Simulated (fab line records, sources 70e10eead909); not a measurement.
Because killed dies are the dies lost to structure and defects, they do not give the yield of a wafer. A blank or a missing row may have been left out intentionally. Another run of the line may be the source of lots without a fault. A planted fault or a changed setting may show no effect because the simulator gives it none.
Which tool did it? + flow nandHarc + 13 lots, 39 wafers sampled, at 5 steps of a route of 1159

WHAT THE GAUGES READ, wafer by wafer
NHARC_P_STI_CD_MEAS_16.
| lot  | measured    | on       | cdNm (nm)   |
|------|-------------|----------|-------------|
| L214 | day 2 14:06 | cdSem-02 | 198 194 201 |
| L217 | day 3 02:57 | cdSem-03 | 200 199 197 |
| L216 | day 3 03:05 | cdSem-03 | 208 211 207 |
| L219 | day 3 14:08 | cdSem-02 | 200 204 204 |
| L220 | day 3 23:40 | cdSem-02 | 199 198 203 |
| L221 | day 4 06:00 | cdSem-02 | 206 203 195 |
| L227 | day 5 18:55 | cdSem-03 | 201 196 195 |
| L228 | day 6 01:17 | cdSem-02 | 204 199 203 |
| L232 | day 6 20:25 | cdSem-03 | 200 206 201 |
| L233 | day 7 05:49 | cdSem-02 | 207 207 207 |
| L234 | day 7 14:29 | cdSem-03 | 199 203 201 |
| L235 | day 7 20:05 | cdSem-02 | 199 203 205 |
| L236 | day 8 02:25 | cdSem-02 | 202 203 199 |

NHARC_P_GATE_CD_MEAS_33.
| lot  | measured     | on       | cdNm (nm)   |
|------|--------------|----------|-------------|
| L214 | day 4 17:01  | cdSem-02 | 125 126 116 |
| L217 | day 5 05:26  | cdSem-03 | 126 122 119 |
| L216 | day 5 05:44  | cdSem-03 | 120 119 123 |
| L219 | day 5 20:56  | cdSem-02 | 121 118 125 |
| L220 | day 6 10:13  | cdSem-02 | 122 125 124 |
| L221 | day 6 10:24  | cdSem-03 | 125 124 117 |
| L227 | day 8 00:23  | cdSem-02 | 128 126 119 |
| L228 | day 8 01:56  | cdSem-03 | 125 120 124 |
| L232 | day 8 22:47  | cdSem-02 | 121 120 125 |
| L233 | day 9 08:53  | cdSem-03 | 120 118 125 |
| L234 | day 9 15:59  | cdSem-03 | 121 124 126 |
| L235 | day 10 02:49 | cdSem-02 | 120 122 117 |
| L236 | day 10 02:38 | cdSem-03 | 123 121 116 |

NHARC_P_GATE_CD_MEAS_46: the cd target is 720 nm.
| lot  | measured     | on       | cdNm (nm)         |
|------|--------------|----------|-------------------|
| L214 | day 5 04:04  | cdSem-03 | 721.5 723.5 719.6 |
| L217 | day 5 18:45  | cdSem-02 | 720.7 713.7 716.8 |
| L216 | day 5 16:37  | cdSem-02 | 722.8 719.8 722.7 |
| L219 | day 6 07:54  | cdSem-03 | 721.1 723.8 719.5 |
| L220 | day 6 21:21  | cdSem-02 | 714.9 716.1 718.9 |
| L221 | day 6 21:31  | cdSem-02 | 722.4 724.7 724.3 |
| L227 | day 8 11:22  | cdSem-03 | 625.9 625.1 623.1 |
| L228 | day 8 12:42  | cdSem-03 | 721.4 720.6 720.9 |
| L232 | day 9 09:38  | cdSem-02 | 725.4 721.4 720.0 |
| L233 | day 9 19:52  | cdSem-03 | 722.5 719.6 725.0 |
| L234 | day 10 02:59 | cdSem-03 | 720.5 718.3 723.8 |
| L235 | day 10 13:49 | cdSem-03 | 717.4 722.4 717.7 |
| L236 | day 10 13:40 | cdSem-03 | 719.2 718.1 718.1 |

EACH LOT AND THE TOOL THAT RAN IT (in order: tool; ch and the chambers of the sampled wafers; start)
| lot  | NHARC_P_GATE_ETCH_104            | NHARC_P_GATE_EXPOSE_43           |
|------|----------------------------------|----------------------------------|
| L214 | rieDiel-03 ch 1,2,3, day 4 16:07 | krfScanner-02 ch 0, day 5 03:55  |
| L217 | rieDiel-10 ch 1,3, day 5 04:43   | krfScanner-04 ch 0, day 5 18:36  |
| L216 | rieDiel-10 ch 1,3, day 5 04:58   | krfScanner-02 ch 0, day 5 16:28  |
| L219 | rieDiel-11 ch 2,3, day 5 20:13   | krfScanner-02 ch 0, day 6 07:45  |
| L220 | rieDiel-03 ch 0,2,3, day 6 09:28 | krfScanner-04 ch 0, day 6 21:12  |
| L221 | rieDiel-11 ch 0,2, day 6 09:41   | krfScanner-02 ch 0, day 6 21:22  |
| L227 | rieDiel-03 ch 0,1,2, day 7 23:25 | krfScanner-02 ch 0, day 8 11:13  |
| L228 | rieDiel-11 ch 1,3, day 8 00:45   | krfScanner-02 ch 0, day 8 12:32  |
| L232 | rieDiel-10 ch 1,2,3, day 8 22:01 | krfScanner-04 ch 0, day 9 09:29  |
| L233 | rieDiel-10 ch 0,3, day 9 08:06   | krfScanner-04 ch 0, day 9 19:43  |
| L234 | rieDiel-03 ch 0,1,3, day 9 15:05 | krfScanner-03 ch 0, day 10 02:50 |
| L235 | rieDiel-11 ch 0,2, day 10 02:02  | krfScanner-03 ch 0, day 10 13:40 |
| L236 | rieDiel-10 ch 1,2, day 10 01:52  | krfScanner-04 ch 0, day 10 13:31 |
- NHARC_P_GATE_ETCH_104: etches the open film in CF4/CHF3, target depth 60 nm.
- NHARC_P_GATE_EXPOSE_43: exposes mask P NSD, target cd 720 nm.

AS READ BY THE TOOLS THEMSELVES (means over the sampled wafers that have a number; for cases with no such wafer, the mark the record gives instead)
NHARC_P_GATE_ETCH_104.
| lot  | tool       | drypumpMotorCurrentA (A) | oesProductAu (a.u.) | rfVppV (V) | showerheadPlenumPTorr (Torr) | throttleValvePct (%) |
|------|------------|--------------------------|---------------------|------------|------------------------------|----------------------|
| L214 | rieDiel-03 | 5.4                      | 0.949               | 371.6      | 1.58                         | 16.805               |
| L217 | rieDiel-10 | 5.2                      | 0.974               | 369.4      | 1.53                         | 16.803               |
| L216 | rieDiel-10 | 5.2                      | 0.934               | 368.6      | 1.53                         | 16.806               |
| L219 | rieDiel-11 | 5.9                      | 0.981               | 367.7      | 1.50                         | 16.800               |
| L220 | rieDiel-03 | 5.6                      | 0.967               | 373.4      | 1.62                         | 16.810               |
| L221 | rieDiel-11 | 6.6                      | 0.943               | 367.6      | 1.48                         | 16.807               |
| L227 | rieDiel-03 | 5.5                      | 0.937               | 372.5      | 1.64                         | 16.797               |
| L228 | rieDiel-11 | 5.4                      | 0.970               | 368.1      | 1.49                         | 16.802               |
| L232 | rieDiel-10 | 5.5                      | 0.982               | 370.3      | 1.56                         | 16.815               |
| L233 | rieDiel-10 | 5.4                      | 0.975               | 370.6      | 1.55                         | 16.803               |
| L234 | rieDiel-03 | 5.5                      | 0.925               | 370.6      | 1.57                         | 16.806               |
| L235 | rieDiel-11 | 6.3                      | 0.974               | 370.1      | 1.55                         | 16.803               |
| L236 | rieDiel-10 | 5.8                      | 0.976               | 372.1      | 1.60                         | 16.809               |

NHARC_P_GATE_EXPOSE_43.
| lot  | tool          | stageVelMmS (mm/s) |
|------|---------------|--------------------|
| L214 | krfScanner-02 | 499.97             |
| L217 | krfScanner-04 | 499.99             |
| L216 | krfScanner-02 | 500.12             |
| L219 | krfScanner-02 | 499.74             |
| L220 | krfScanner-04 | 499.67             |
| L221 | krfScanner-02 | 500.28             |
| L227 | krfScanner-02 | 500.16             |
| L228 | krfScanner-02 | 500.24             |
| L232 | krfScanner-04 | 499.80             |
| L233 | krfScanner-04 | 500.14             |
| L234 | krfScanner-03 | 500.21             |
| L235 | krfScanner-03 | 500.29             |
| L236 | krfScanner-04 | 499.43             |

THE ANSWER, worked out from the rows above alone
Rule: what is usual is taken from the lots themselves. Put in order of their means at a reading, lots are off if they are a third of the lots or fewer, leave a main group of 4 or more, and stand apart from it by a gap of 3 or more times the standard deviation of the main group's means; of several such gaps the widest counts. Not used: any main group whose means are identical at the precision the tables above print for the reading. A lot without any number at a reading at which 4 lots or more have one is off too. Where the step has rows for the other lots, those lots are counted as sound. The gauges are gone through in route order, then the tools' own readings, and for those a lot's mean is taken as printed above. The first step at which some lot is off is used, and at that step the reading that is off furthest; a lot without a number counts as furthest.
Off: L227 (NHARC_P_GATE_CD_MEAS_46, cdNm). The main group: mean 720.5 nm, standard deviation 2.1.
A tool fits if, at a process step before that reading, it ran every lot that is off, and no sound lot after the first of them. The gauges at NHARC_P_GATE_CD_MEAS_46 are tried like those tools. No candidate that was tried fits.

WHAT HAD BEEN PUT IN BY THE SIMULATOR
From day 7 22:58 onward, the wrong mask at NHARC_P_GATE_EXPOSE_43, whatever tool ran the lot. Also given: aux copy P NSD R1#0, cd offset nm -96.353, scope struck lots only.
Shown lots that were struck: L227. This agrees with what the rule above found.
